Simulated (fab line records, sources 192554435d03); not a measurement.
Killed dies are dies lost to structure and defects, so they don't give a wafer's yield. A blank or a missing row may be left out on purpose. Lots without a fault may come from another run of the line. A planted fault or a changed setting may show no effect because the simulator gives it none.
Which tool did it? | flow n5_finfet | 9 lots, 24 wafers sampled, at 5 steps of a route of 1938

WHAT THE GAUGES READ, wafer by wafer
N5_BEOL_M0_CUTY_INSPECT_59: inspects for defects (macro).
lot  | measured     | on                | raw_defect_count
L345 | day 6 00:05  | defect_inspect-02 | 4 0 2
L346 | day 6 06:34  | defect_inspect-02 | 2 0 3
L350 | day 9 09:32  | defect_inspect-01 | 2 4
L358 | day 9 14:49  | defect_inspect-01 | 1 1 271
L360 | day 9 21:16  | defect_inspect-01 | 0 2
L361 | day 10 04:17 | defect_inspect-01 | 5 0 1
L364 | day 10 19:01 | defect_inspect-02 | 0 2
L366 | day 11 07:22 | defect_inspect-01 | 1 0 4
L367 | day 11 12:06 | defect_inspect-02 | 1 2 4

WHICH TOOL RAN EACH LOT (tool, then ch and the chambers of the sampled wafers, then the start)
lot  | N5_BEOL_M0_SAQP_PECVD_97        | N5_BEOL_M0_SAQP_SPACER2_ALD_26    | N5_BEOL_M0_SAQP_SPACER2_ETCHBACK_27 | N5_BEOL_M0_SAQP_ALD_48
L345 | pecvd-02 ch 1,2, day 5 18:02    | ald_sin-01 ch 1,2,3, day 5 21:34  | rie_diel-01 ch 0,3, day 5 22:07     | ald_sin-02 ch 0,1,3, day 5 23:05
L346 | pecvd-03 ch 1,2, day 5 23:54    | ald_sin-02 ch 1,2,3, day 6 03:28  | rie_diel-06 ch 1,2,3, day 6 04:01   | ald_sin-02 ch 0,1,3, day 6 05:25
L350 | pecvd-02 ch 0,2, day 9 02:14    | ald_sin-04 ch 0,2, day 9 06:50    | rie_diel-02 ch 0, day 9 07:25       | ald_sin-02 ch 0,1, day 9 08:26
L358 | pecvd-02 ch 0,1,2, day 9 03:19  | ald_sin-01 ch 0,1,3, day 9 11:39  | rie_diel-06 ch 1,2, day 9 12:12     | ald_sin-01 ch 2,3, day 9 13:43
L360 | pecvd-04 ch 0,1, day 9 14:40    | ald_sin-01 ch 0,2, day 9 18:28    | rie_diel-02 ch 0,3, day 9 19:01     | ald_sin-01 ch 0,3, day 9 20:12
L361 | pecvd-03 ch 1,2, day 9 21:51    | ald_sin-02 ch 0,2,3, day 10 01:35 | rie_diel-02 ch 0,2,3, day 10 02:08  | ald_sin-04 ch 0,2,3, day 10 03:13
L364 | pecvd-04 ch 0,2, day 10 10:58   | ald_sin-04 ch 0,3, day 10 14:47   | rie_diel-06 ch 1,3, day 10 15:25    | ald_sin-02 ch 2,3, day 10 17:56
L366 | pecvd-04 ch 0,1,2, day 11 00:17 | ald_sin-02 ch 0,1,2, day 11 04:01 | rie_diel-01 ch 2,3, day 11 04:37    | ald_sin-04 ch 0,3, day 11 06:11
L367 | pecvd-03 ch 0,2, day 11 04:19   | ald_sin-02 ch 0,1,2, day 11 08:33 | rie_diel-06 ch 0,1,2, day 11 09:23  | ald_sin-01 ch 0,1,3, day 11 11:00
- N5_BEOL_M0_SAQP_PECVD_97: deposits SiNx from SiH4/NH3/N2, target thk 23 nm, time 19.9 s.
- N5_BEOL_M0_SAQP_SPACER2_ALD_26: deposits SiO2, target thk 15 nm, pulse time 1 s, purge time 2 s.
- N5_BEOL_M0_SAQP_SPACER2_ETCHBACK_27: etches SiO2 in CHF3/O2, target depth 22.5 nm, time 11.25 s.
- N5_BEOL_M0_SAQP_ALD_48: deposits SiO2, target thk 20 nm, pulse time 1 s, co reactant pulse time 1 s.

THE ANSWER, worked out from the rows above alone
Rule: what is usual is taken from the lots themselves. Put in order of their means at a reading, lots are off if they are a third of the lots or fewer, leave a main group of 4 or more, and stand apart from it by a gap of 3 or more times the standard deviation of the main group's means; of several such gaps the widest counts. A main group whose means are all the same, to the digits that the tables above print for the reading, isn't used. A lot without any number at a reading at which 4 lots or more have one is off too. The other lots that the step has rows for count as sound.
Off: L358, at N5_BEOL_M0_CUTY_INSPECT_59 (raw_defect_count). The main group: mean 1.8, standard deviation 0.62.
A tool fits if, at a process step before that reading, it ran every lot that is off, and no sound lot after the first of them. The gauges at N5_BEOL_M0_CUTY_INSPECT_59 are tried like those tools. One fits: pecvd-02 at N5_BEOL_M0_SAQP_PECVD_97. Its last sound lot is L350 (day 9 02:14), its first lot that is off L358 (day 9 03:19): a fault that began between those two fits.

WHAT THE SIMULATOR HAD PUT IN
Chamber particle source: pecvd-02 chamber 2, from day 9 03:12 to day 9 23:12, at N5_BEOL_M0_SAQP_PECVD_97. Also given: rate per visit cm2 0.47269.
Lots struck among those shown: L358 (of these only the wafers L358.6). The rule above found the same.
